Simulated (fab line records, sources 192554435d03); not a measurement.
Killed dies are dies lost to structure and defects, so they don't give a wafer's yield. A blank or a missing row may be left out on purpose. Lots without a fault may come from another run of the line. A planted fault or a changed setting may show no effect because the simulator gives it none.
Chamber matching | flow n5_finfet | N5_BEOL_M3_ETCH_63 on rie_diel-03: 4 sister chambers
The step etches SiARC in CF4, target depth 15.6 nm, time 26 s. 4 wafers are shown with their chamber, then 7 later ones without.

WAFERS WITH THEIR CHAMBER
wafer  | chamber | showerhead_plenum_p_Torr (Torr)
L080.1 | 1       | 2.20
L088.2 | 3       | 2.19
L095.3 | 0       | 2.04
L095.5 | 2       | 2.12

WAFERS WITHOUT THEIR CHAMBER
wafer  | showerhead_plenum_p_Torr (Torr)
L095.6 | 2.18
L091.3 | 2.18
L091.5 | 2.04
L091.6 | 2.19
L090.2 | 2.18
L090.4 | 2.12
L090.5 | 2.18

WHICH CHAMBER EACH WENT THROUGH
wafer  | from the rows above     | in truth
L095.6 | can't be placed: 3 or 1 | 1
L091.3 | can't be placed: 3 or 1 | 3
L091.5 | 0                       | 0
L091.6 | can't be placed: 3 or 1 | 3
L090.2 | can't be placed: 3 or 1 | 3
L090.4 | 2                       | 2
L090.5 | can't be placed: 3 or 1 | 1
Placed correctly: 2 of 7. Can't be placed from these rows: 5 (the true chamber is among the candidates in 5). Placed wrongly: 0.
How it was worked out, from the rows above alone: a wafer's distance from a chamber is the root of the sum, over the readings, of the square of ((its reading less the chamber's mean) divided by the reading's scatter). The wafer belongs to the nearest chamber; if the next one is less than 2 further off, it can't be placed. A chamber's mean is the mean of its shown wafers. The scatter: with one shown wafer a chamber, the root of the mean of the squares of how far each hidden wafer lies from its nearest shown one.
